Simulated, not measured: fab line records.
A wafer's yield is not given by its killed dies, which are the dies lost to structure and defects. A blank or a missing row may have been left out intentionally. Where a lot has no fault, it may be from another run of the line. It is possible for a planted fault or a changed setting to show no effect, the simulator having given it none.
fab line records    flow n5Finfet
record: lots: 6  wafers: 18  lastDay: 16
route steps=1938 shown BEOL_M14@1751 PASSIVATION@1936
lots that met no fault: from a run of the same line without faults
startH: hours from the record's first day to the start of the lot's first wafer shown    waitH: hours from the lot's prior step to this one    " repeats the value in the row above    L1.1+2: several wafers, shown together as one row    - either no value or no given start    * or withheld: withheld    < > ~ a bound
route shown NAME@n: a module of which the file shows steps, and the number in the route of the first    usual: mean and standard deviation over wafers with no fault    same: alike in all rows    chamber/n: place in a boat    sites: per-site readings    _std_site: how widely they spread, as a standard deviation    _edge_site: outer sites' mean less inner sites'    radiusMm: for every site, how far away it sits from the centre of the wafer    mask NAME#n: copy n    behind: the most recent tool/chamber to have shaped the wafer    hold: why the lot went on hold/how many hours it stayed there/how the hold came to an end    device: the transistor (n, p or np) that didn't switch    end of line: tests of these same wafers at the route's end    where a step has no rows: the recipe by itself    killed: dies that structure and defects cost at the first sort, which is not the same as the wafer's yield    map: a wafer's dies, marking killed ones x, the rest . and places with no die _
set.NAME: setting as actually run; set.NAME@STEP: the setting as run at that earlier step    model.NAME: the simulator's own value behind a step, which no gauge read
lots at selected steps of the route; one table per step, one row per wafer
services: the hour from which a tool's chamber was out of use, counted from the record's first day as startH (under 0 if before that day), plus the number of hours and why
== steps ==
step: N5_BEOL_M14_ETCH_68
recipe: chemistry: N2/H2  target: SOC  maskMaterial: SiARC  sourceW: 3000  biasW: 350  tempC: 40  timeS: 450  ionEnergyEv: 200  pressureMtorr: 30  n2FlowSccm: 200  h2FlowSccm: 200
step: N5_BEOL_M14_STRIP_69
recipe: chemistry: N2/H2  tempC: 40  n2FlowSccm: 200  h2FlowSccm: 200  rfFrequencyHz: 6e+07
step: N5_BEOL_M14_TRENCH_ETCH_34
recipe: chemistry: C4F8/O2/Ar  target: SiO2  targetDepthA: 5566.5  maskMaterial: SOC  heInnerTorr: 15  heOuterTorr: 30  timeS: 126.9  ionEnergyEv: 800  pressureMtorr: 20  sourceW: 1905  biasW: 2040  Ar_flow_sccm: 400  C4F8_flow_sccm: 16  O2_flow_sccm: 12
step: N5_BEOL_M14_STRIP_70
recipe: chemistry: C4F8/O2/Ar  resist: SiARC  rfFrequencyHz: 6e+07
step: N5_BEOL_M14_OCD_MEAS_35
usual: trenchDepthNm: 559/6.7
lot.wafer  tool    chamber  startH  waitH  trenchDepthNm
L615.2     ocd-02  -        244.96  0.0    563
L615.3     "       -        "       "      541
L615.6     "       -        "       "      563
L616.1     ocd-01  -        249.29  0.0    556
L616.4     "       -        "       "      555
L616.5     "       -        "       "      558
L619.1     ocd-01  -        267.81  0.0    567
L619.5     "       -        "       "      567
L619.6     "       -        "       "      567
L622.1     ocd-01  -        280.40  0.0    564
L622.2     "       -        "       "      569
L622.5     "       -        "       "      570
L634.3     ocd-02  -        348.78  0.0    557
L634.4     "       -        "       "      561
L634.6     "       -        "       "      560
L635.1     ocd-01  -        356.24  0.0    553
L635.5     "       -        "       "      553
L635.6     "       -        "       "      559
step: N5_BEOL_M14_STRIP_37
recipe: chemistry: O2  powerW: 600  tempC: 60  pressureMtorr: 30  rfFrequencyHz: 6e+07  biasPowerW: 0  overashFraction: 0.3  o2FlowSccm: 225
usual: drypumpMotorCurrentA: 6.0/0.36  o2FlowSccm: 224.9/0.64  oesProductAu: 0.82/0.071  rfVppV: 3.7/1  showerheadPlenumPTorr: 2.08/0.058  throttleValvePct: 16.68/0.21
lot.wafer  tool        chamber  startH  waitH  drypumpMotorCurrentA  o2FlowSccm  oesProductAu  rfHoursCounterH  rfVppV  showerheadPlenumPTorr  throttleValvePct
L615.2     rieDiel-04  3        246.48  1.5    6.3                   224.9       0.92          14               5.6     2.24                   16.73
L615.3     "           2        "       "      5.4                   225.1       0.93          28               4.0     2.04                   16.28
L615.6     "           0        "       "      5.4                   224.8       0.92          -                4.0     2.15                   16.37
L616.1     rieDiel-05  0        250.44  1.2    6.0                   224.8       0.82          99               3.8     2.03                   16.38
L616.4     "           1        "       "      6.2                   224.3       0.89          19               5.0     2.06                   16.68
L616.5     "           1        "       "      6.2                   224.5       0.90          -                3.6     2.06                   16.67
L619.1     rieDiel-05  0        270.62  2.8    6.1                   225.7       0.82          105              2.2     2.02                   16.42
L619.5     "           0        "       "      6.1                   225.5       0.80          -                3.8     2.02                   16.44
L619.6     "           3        "       "      6.2                   225.1       0.68          -                4.0     2.15                   17.09
L622.1     rieDiel-03  1        284.26  3.9    6.5                   224.8       0.85          51               3.2     2.04                   16.87
L622.2     "           0        "       "      5.7                   225.1       0.81          109              3.0     2.11                   16.89
L622.5     "           1        "       "      6.5                   226.1       0.86          -                3.9     2.04                   16.88
L634.3     rieDiel-03  2        349.81  1.0    5.5                   225.3       0.90          28               3.2     2.13                   16.80
L634.4     "           0        "       "      5.7                   225.1       0.77          136              4.8     2.10                   16.98
L634.6     "           0        "       "      5.7                   225.3       0.78          -                3.5     2.10                   16.94
L635.1     rieDiel-05  3        357.23  1.0    6.2                   224.9       0.95          14               5.3     2.14                   16.66
L635.5     "           3        "       "      6.2                   225.3       0.95          -                5.4     2.14                   16.67
L635.6     "           0        "       "      6.1                   224.8       0.77          -                3.7     2.02                   16.46
step: N5_BEOL_M14_ETCH_38
recipe: chemistry: CF4/N2  target: SiCN  targetDepthA: 1065  taperDeg: 2  timeS: 120.6  ionEnergyEv: 150  maskMaterial: SiO2  pressureMtorr: 40  sourceW: 430  biasW: 70  Ar_flow_sccm: 100  cf4FlowSccm: 60  n2FlowSccm: 60
step: N5_BEOL_M14_PRECLEAN_39
recipe: chemistry: residueRemover  timeS: 60  tempC: 40
step: N5_BEOL_M14_SRD_40
recipe: timeS: 30  tempC: 23  rinseLiquid: diw  dry: n2Spin  spinRpm: 1500  dryTimeS: 30
step: N5_BEOL_M14_DEGAS_41
recipe: ambient: vacuum  tempC: 300  timeS: 60
usual: heaterPowerW: 482/55
lot.wafer  tool           chamber  startH  waitH  heaterPowerW
L615.2     pvdSputter-01  -        247.11  0.4    458
L615.3     "              -        "       "      453
L615.6     "              -        "       "      470
L616.1     pvdSputter-03  -        250.84  0.2    557
L616.4     "              -        "       "      417
L616.5     "              -        "       "      556
L619.1     pvdSputter-03  -        271.80  0.9    555
L619.5     "              -        "       "      473
L619.6     "              -        "       "      412
L622.1     pvdSputter-03  -        284.94  0.4    546
L622.2     "              -        "       "      416
L622.5     "              -        "       "      557
L634.3     pvdSputter-03  -        350.47  0.4    478
L634.4     "              -        "       "      415
L634.6     "              -        "       "      548
L635.1     pvdSputter-01  -        357.95  0.5    465
L635.5     "              -        "       "      440
L635.6     "              -        "       "      472
step: N5_BEOL_M14_PRE_CLEAN_42
recipe: gas: H2/He  timeS: 30  tempC: 300
usual: heaterPowerW: 481/55
lot.wafer  tool           chamber  startH  waitH  heaterPowerW
L615.2     pvdSputter-01  -        247.15  0.0    469
L615.3     "              -        "       "      462
L615.6     "              -        "       "      465
L616.1     pvdSputter-03  -        250.88  0.0    571
L616.4     "              -        "       "      405
L616.5     "              -        "       "      543
L619.1     pvdSputter-03  -        271.84  0.0    542
L619.5     "              -        "       "      475
L619.6     "              -        "       "      412
L622.1     pvdSputter-03  -        284.98  0.0    543
L622.2     "              -        "       "      398
L622.5     "              -        "       "      538
L634.3     pvdSputter-03  -        350.51  0.0    481
L634.4     "              -        "       "      402
L634.6     "              -        "       "      549
L635.1     pvdSputter-01  -        357.99  0.0    468
L635.5     "              -        "       "      448
L635.6     "              -        "       "      487
step: N5_BEOL_M14_SPUTTER_43
recipe: material: TaN  targetThkA: 150  tempC: 50  biasV: 168.6  powerW: 15000  chamberPressurePa: 0.12  timeS: 24.19
usual: cathodeDcPowerW: 15000/2.9  chamberPressurePa: 0.12001/0.00023  throttleValvePct: 29.7/1.1
lot.wafer  tool           chamber  startH  waitH  cathodeDcPowerW  chamberPressurePa  throttleValvePct
L615.2     pvdSputter-01  -        247.19  0.0    14996            0.12013            29.2
L615.3     "              -        "       "      15002            0.1199             27.7
L615.6     "              -        "       "      15000            0.1204             29.0
L616.1     pvdSputter-03  -        250.92  0.0    14996            0.11973            31.1
L616.4     "              -        "       "      15002            0.12024            29.4
L616.5     "              -        "       "      14994            0.11994            31.2
L619.1     pvdSputter-03  -        271.88  0.0    15001            0.12002            31.0
L619.5     "              -        "       "      14998            0.12003            28.7
L619.6     "              -        "       "      15001            0.11986            29.3
L622.1     pvdSputter-03  -        285.02  0.0    15005            0.12               30.2
L622.2     "              -        "       "      15000            0.1196             29.4
L622.5     "              -        "       "      15003            0.11983            30.4
L634.3     pvdSputter-03  -        350.55  0.0    14998            0.11964            28.9
L634.4     "              -        "       "      15001            0.11993            29.0
L634.6     "              -        "       "      14998            0.11969            30.7
L635.1     pvdSputter-01  -        358.03  0.0    15000            0.12022            29.2
L635.5     "              -        "       "      15004            0.12038            27.7
L635.6     "              -        "       "      14998            0.11982            29.9
step: N5_BEOL_M14_SPUTTER_44
recipe: material: Ta  targetThkA: 150  tempC: 50  biasV: 80  powerW: 15000  chamberPressurePa: 0.07  timeS: 24.19
usual: cathodeDcPowerW: 15000/2.7  chamberPressurePa: 0.06998/0.00013  throttleValvePct: 29.7/1.1
lot.wafer  tool           chamber  startH  waitH  cathodeDcPowerW  chamberPressurePa  throttleValvePct  model.Ta_of_BEOL_M14_SPUTTER_44.thkNm
L615.2     pvdSputter-01  -        247.27  0.0    14998            0.07008            29.1              15
L615.3     "              -        "       "      14999            0.06978            27.8              15
L615.6     "              -        "       "      14997            0.07001            29.1              14.8
L616.1     pvdSputter-03  -        251.00  0.0    14998            0.07025            31.2              15
L616.4     "              -        "       "      14997            0.06994            29.4              15
L616.5     "              -        "       "      15001            0.07009            31.2              15
L619.1     pvdSputter-03  -        271.96  0.0    17570            0.06982            30.9              17.6
L619.5     "              -        "       "      17571            0.06997            28.6              17.6
L619.6     "              -        "       "      17573            0.06993            29.1              17.6
L622.1     pvdSputter-03  -        285.10  0.0    17566            0.07014            30.7              17.8
L622.2     "              -        "       "      17570            0.07031            29.3              17.6
L622.5     "              -        "       "      17569            0.0699             30.6              17.8
L634.3     pvdSputter-03  -        350.63  0.0    14999            0.06982            28.9              15
L634.4     "              -        "       "      14993            0.06986            29.2              15
L634.6     "              -        "       "      14997            0.06981            30.7              14.8
L635.1     pvdSputter-01  -        358.11  0.0    15002            0.06998            29.3              15
L635.5     "              -        "       "      15003            0.0701             27.4              15
L635.6     "              -        "       "      15001            0.07006            29.5              14.8
step: N5_BEOL_M14_SPUTTER_45
recipe: material: Cu  targetThkA: 1000  tempC: -20  biasV: 60  powerW: 26000  chamberPressurePa: 0.13  timeS: 16.67
usual: cathodeDcPowerW: 26000/4.5  chamberPressurePa: 0.13001/0.00026  throttleValvePct: 29.7/1.1
lot.wafer  tool           chamber  startH  waitH  cathodeDcPowerW  chamberPressurePa  throttleValvePct
L615.2     pvdSputter-01  -        247.35  0.0    25996            0.12989            29.4
L615.3     "              -        "       "      26003            0.13016            27.6
L615.6     "              -        "       "      25994            0.12986            29.2
L616.1     pvdSputter-03  -        251.08  0.0    26006            0.12975            31.1
L616.4     "              -        "       "      25996            0.13042            29.2
L616.5     "              -        "       "      26001            0.12982            31.2
L619.1     pvdSputter-03  -        272.04  0.0    25999            0.1301             31.0
L619.5     "              -        "       "      25997            0.1301             28.9
L619.6     "              -        "       "      25993            0.12974            28.9
L622.1     pvdSputter-03  -        285.18  0.0    26004            0.12998            30.6
L622.2     "              -        "       "      25994            0.13002            29.2
L622.5     "              -        "       "      25993            0.1302             30.7
L634.3     pvdSputter-03  -        350.71  0.0    26004            0.12978            29.0
L634.4     "              -        "       "      25993            0.12984            29.3
L634.6     "              -        "       "      26001            0.13006            30.5
L635.1     pvdSputter-01  -        358.19  0.0    25995            0.13017            29.3
L635.5     "              -        "       "      25999            0.12992            27.8
L635.6     "              -        "       "      26001            0.12994            29.4
step: N5_BEOL_M14_ECD_47
recipe: material: Cu  targetThkA: 12480
step: N5_BEOL_M14_ANNEAL_48
recipe: tempC: 225  timeS: 90  ambient: N2
step: N5_BEOL_M14_CMP_49
recipe: stopOn: SiO2  tOverpolishS: 5.2  downForcePsi: 2  platenRpm: 80  clearingPlatenDownForcePsi: 2  clearingPlatenRpm: 80  postCmpClean: cuAlkaline  targetThkNm: 560  clearingPlatenPadVelocityMS: 1.5917  padVelocityMS: 1.5917
usual: barrierFieldEndpointS: 11.4/0.32  clearingPlatenDownForcePsi: 2.000/0.0038  motorCurrentA: 7.9/1  retainingRingPressureFrac: 1.000/0.0054  slurryFilterDpKPa: 13.50/0.13  slurryFlowMlMin: 150.0/0.47
lot.wafer  tool    chamber  startH  waitH  barrierFieldEndpointS  clearingPlatenDownForcePsi  motorCurrentA  retainingRingPressureFrac  slurryFilterDpKPa  slurryFlowMlMin
L615.2     cmp-01  3        248.55  0.2    11.6                   1.999                       8.8            1.007                      13.12              151.1
L615.3     "       1        "       "      11.4                   1.999                       6.6            1.006                      13.56              151.1
L615.6     "       2        "       "      11.0                   2.001                       7.3            1.005                      13.52              150.5
L616.1     cmp-01  0        251.78  0.3    10.8                   1.993                       6.8            0.999                      13.52              149.5
L616.4     "       2        "       "      11.0                   2.000                       7.5            0.997                      13.38              149.4
L616.5     "       0        "       "      11.0                   1.996                       6.8            0.995                      13.39              150.0
L619.1     cmp-01  0        274.02  0.6    12.5                   2.000                       6.7            1.008                      13.51              149.9
L619.5     "       2        "       "      12.6                   1.989                       7.8            0.997                      13.32              150.3
L619.6     "       3        "       "      12.6                   1.994                       8.8            0.997                      13.50              150.2
L622.2     cmp-01  2        286.48  0.2    12.5                   1.999                       7.3            1.000                      13.59              150.5
L622.1     "       3        "       "      13.2                   2.004                       8.3            1.006                      13.39              149.5
L622.5     "       2        "       "      12.6                   1.997                       7.6            0.999                      13.53              150.1
L634.3     cmp-02  3        351.68  0.2    11.3                   2.002                       7.8            0.992                      13.73              149.2
L634.4     "       0        "       "      11.0                   2.008                       7.9            1.000                      13.52              150.3
L634.6     "       1        "       "      11.3                   1.995                       9.0            0.996                      13.61              149.6
L635.1     cmp-01  0        358.80  0.3    11.4                   1.999                       6.9            0.996                      13.48              149.9
L635.5     "       0        "       "      11.5                   1.997                       6.7            0.996                      13.59              149.9
L635.6     "       1        "       "      11.2                   2.002                       6.1            1.000                      13.57              149.8
step: N5_BEOL_M14_THK_MEAS_50
recipe: thkMeasGauge: xrf  reads: Cu_of_BEOL_M14_ECD_47
usual: M14_THK: 563/7.7
lot.wafer  tool          chamber  startH  waitH  M14_THK[nm]
L615.2     filmMetro-01  -        248.81  -      567
L615.3     "             -        "       "      542
L615.6     "             -        "       "      567
L616.1     filmMetro-01  -        252.07  -      561
L616.4     "             -        "       "      559
L616.5     "             -        "       "      564
L619.1     filmMetro-01  -        274.23  -      565
L619.5     "             -        "       "      567
L619.6     "             -        "       "      568
L622.1     filmMetro-02  -        286.74  -      565
L622.2     "             -        "       "      576
L622.5     "             -        "       "      578
L634.3     filmMetro-02  -        351.90  -      569
L634.4     "             -        "       "      573
L634.6     "             -        "       "      573
L635.1     filmMetro-02  -        359.09  -      561
L635.5     "             -        "       "      566
L635.6     "             -        "       "      570
step: N5_PASSIVATION_PROBE_49
usual: defectLimitedYield: 91.2/1.4  killed_at_M0_to_M3: 35/11  killed_at_M4_up: 12/4.2  killedAtContacts: 13/5.6  killedAtFrontEnd: 40/12  killedAtOther: 3.3/2.6  killedDies: 103/17  killedOnRim: 14/4.5  killedOpen: 68/12  killedShort: 34/7.6  sort_bin_5_function: 5.1/0.95  sort_bin_6_memory: 3.3/0.68  sortNPass: 1077/17  sortYieldPct: 91.2/1.4
same: grossDies: 1180  killedAtBackSide: 0  sort_bin_4_leakage[%]: 0  sort_bin_8_speed[%]: 0
lot.wafer  tool       chamber  startH  waitH  defectLimitedYield[%]  killed_at_M0_to_M3  killed_at_M4_up  killedAtContacts  killedAtFrontEnd  killedAtOther  killedDies  killedOnRim  killedOpen  killedShort  sort_bin_5_function[%]  sort_bin_6_memory[%]  sortNPass  sortYieldPct[%]
L616.1     prober-01  -        273.58  0.0    92.1                   42                  23               7                 20                1              93          16           67          26           4.2                     3.4                   1087       92.1
L616.4     prober-01  -        273.73  0.2    94.2                   27                  9                11                21                1              69          11           48          20           3.5                     2.0                   1111       94.2
L616.5     prober-01  -        273.78  0.2    92.5                   27                  9                13                37                2              88          12           61          26           3.8                     3.2                   1092       92.5
L615.2     prober-02  -        274.07  0.1    91.5                   32                  7                14                33                14             100         12           65          35           4.3                     3.8                   1080       91.5
L615.3     prober-02  -        274.12  0.1    93.3                   18                  8                9                 40                4              79          10           52          27           4.3                     2.1                   1101       93.3
L615.6     prober-02  -        274.27  0.3    88.8                   36                  13               25                52                6              132         19           85          46           6.6                     4.3                   1048       88.8
L622.1     prober-02  -        305.98  0.0    93.3                   22                  13               10                34                0              79          7            56          23           4.2                     2.4                   1101       93.3
L622.2     prober-02  -        306.03  0.1    90.7                   33                  15               14                46                2              110         14           69          37           5.4                     3.4                   1070       90.7
L622.5     prober-02  -        306.18  0.2    91.2                   30                  20               13                38                3              104         15           70          34           4.7                     3.5                   1076       91.2
killed by level:class
L616.1 BEOL_M4:geometricParticle:open=18 BEOL_M1:geometricParticle:open=14 STI_FIN_REVEAL:geometricParticle:open=8 BEOL_M0_SAQP:geometricParticle:open=7 BEOL_M0_SAQP:geometricParticle:short=6 BEOL_M3:geometricParticle:open=6 MOL_CONTACT_COAG:geometricParticle:open=5 STI_FIN_REVEAL:geometricParticle:short=3
L616.4 MOL_CONTACT_COAG:geometricParticle:open=9 BEOL_M0_SAQP:geometricParticle:open=6 BEOL_M0_SAQP:geometricParticle:short=6 STI_FIN_REVEAL:geometricParticle:open=5 BEOL_M1:geometricParticle:open=5 BEOL_M2:geometricParticle:open=5 BEOL_M4:geometricParticle:open=5 STI_FIN_REVEAL:geometricParticle:short=3
L616.5 STI_FIN_REVEAL:geometricParticle:open=16 MOL_CONTACT_COAG:geometricParticle:open=10 BEOL_M0_SAQP:geometricParticle:open=9 STI_FIN_REVEAL:geometricParticle:short=6 BEOL_M2:geometricParticle:open=5 BEOL_M1:geometricParticle:open=4 DUMMY_GATE:geometricParticle:short=3 GATE_CUT:geometricParticle:open=3
L615.2 MOL_CONTACT_COAG:geometricParticle:open=12 BEOL_M0_SAQP:geometricParticle:open=7 BEOL_M2:geometricParticle:open=6 STI_FIN_REVEAL:geometricParticle:open=5 DUMMY_GATE:geometricParticle:open=5 GATE_CUT:geometricParticle:short=5 BEOL_M1:geometricParticle:open=5 MIM_TOP_ETCH:geometricParticle:open=5
L615.3 STI_FIN_REVEAL:geometricParticle:open=11 FIN_SAQP:geometricParticle:open=5 MOL_CONTACT_COAG:geometricParticle:open=5 BEOL_M2:geometricParticle:open=5 BEOL_M1:geometricParticle:open=4 GATE_CUT:geometricParticle:open=4 MOL_CONTACT_COAG:geometricParticle:short=4 BEOL_M4:geometricParticle:open=4
L615.6 MOL_CONTACT_COAG:geometricParticle:open=20 STI_FIN_REVEAL:geometricParticle:open=18 BEOL_M2:geometricParticle:open=9 FIN_SAQP:geometricParticle:open=8 BEOL_M1:geometricParticle:open=8 GATE_CUT:geometricParticle:short=5 MOL_CONTACT_COAG:geometricParticle:short=5 BEOL_M3:geometricParticle:open=5
L622.1 BEOL_M1:geometricParticle:open=9 MOL_CONTACT_COAG:geometricParticle:open=8 GATE_CUT:geometricParticle:open=6 BEOL_M4:geometricParticle:open=6 FIN_SAQP:geometricParticle:open=5 STI_FIN_REVEAL:geometricParticle:open=5 BEOL_M0_SAQP:geometricParticle:short=5 FIN_SAQP:geometricParticle:short=4
L622.2 STI_FIN_REVEAL:geometricParticle:open=14 BEOL_M1:geometricParticle:open=11 MOL_CONTACT_COAG:geometricParticle:open=11 BEOL_M0_SAQP:geometricParticle:short=9 FIN_SAQP:geometricParticle:short=7 BEOL_M4:geometricParticle:open=7 BEOL_M0_SAQP:geometricParticle:open=6 DUMMY_GATE:geometricParticle:open=5
L622.5 STI_FIN_REVEAL:geometricParticle:open=13 BEOL_M4:geometricParticle:open=11 MOL_CONTACT_COAG:geometricParticle:open=10 BEOL_M0_SAQP:geometricParticle:short=8 BEOL_M3:geometricParticle:open=8 GATE_CUT:geometricParticle:short=6 DUMMY_GATE:geometricParticle:open=5 SPACER0:geometricParticle:open=5
== services ==
tool           chamber  startH  hours  kind
cmp-02         -        238.10  4.6    pm
rieDiel-03     2        245.19  -      clean
rieDiel-03     2        245.19  -      consumableReplace:focusRing
rieDiel-03     2        245.19  22.5   scheduledDown
rieDiel-03     2        245.19  22.5   ventCycle
cmp-02         -        252.18  7.7    pm
cmp-02         -        280.94  4.0    pm
pvdSputter-01  -        281.97  1.4    repair
rieDiel-03     2        282.26  6.2    repair
cmp-02         -        284.94  -      consumableReplace:conditioner
cmp-02         -        284.94  -      consumableReplace:pad
rieDiel-05     3        297.86  -      clean
rieDiel-05     3        297.86  -      consumableReplace:focusRing
rieDiel-05     3        297.86  17.7   scheduledDown
rieDiel-05     3        297.86  17.7   ventCycle
rieDiel-04     1        301.83  9.3    repair
rieDiel-05     0        311.43  10.0   repair
rieDiel-05     1        312.06  1.9    repair
pvdSputter-01  -        327.03  2.4    repair
cmp-01         -        342.55  1.5    repair
rieDiel-04     3        343.89  10.1   repair
rieDiel-04     1        354.22  -      clean
rieDiel-04     1        354.22  -      consumableReplace:focusRing
rieDiel-04     1        354.22  21.4   scheduledDown
== key ==
firstSign: step: N5_BEOL_M14_SPUTTER_44  reading: cathodeDcPowerW  direction: up  sigmas: 99+  usual: *  struck: *
effect: step: N5_BEOL_M14_CMP_49  reading: barrierFieldEndpointS  direction: up  sigmas: 4.1  usual: 11.4  struck: 12.7
modelEffect: step: N5_BEOL_M14_SPUTTER_44  value: Ta_of_BEOL_M14_SPUTTER_44.thkNm  without: 15.1  struck: 17.67
metAt N5_BEOL_M14_SPUTTER_44
struckWafers L619.1,L619.5,L619.6,L622.1,L622.2,L622.5
onsetBetween 251.00 271.96
fault: kind: processParameterDrift  tool: pvdSputter-03  chamber: -  onsetH: 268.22  steps: N5_BEOL_M14_SPUTTER_44  channel: powerW  offset: *  shape: step  endH: 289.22  actsIn: *  stated: *
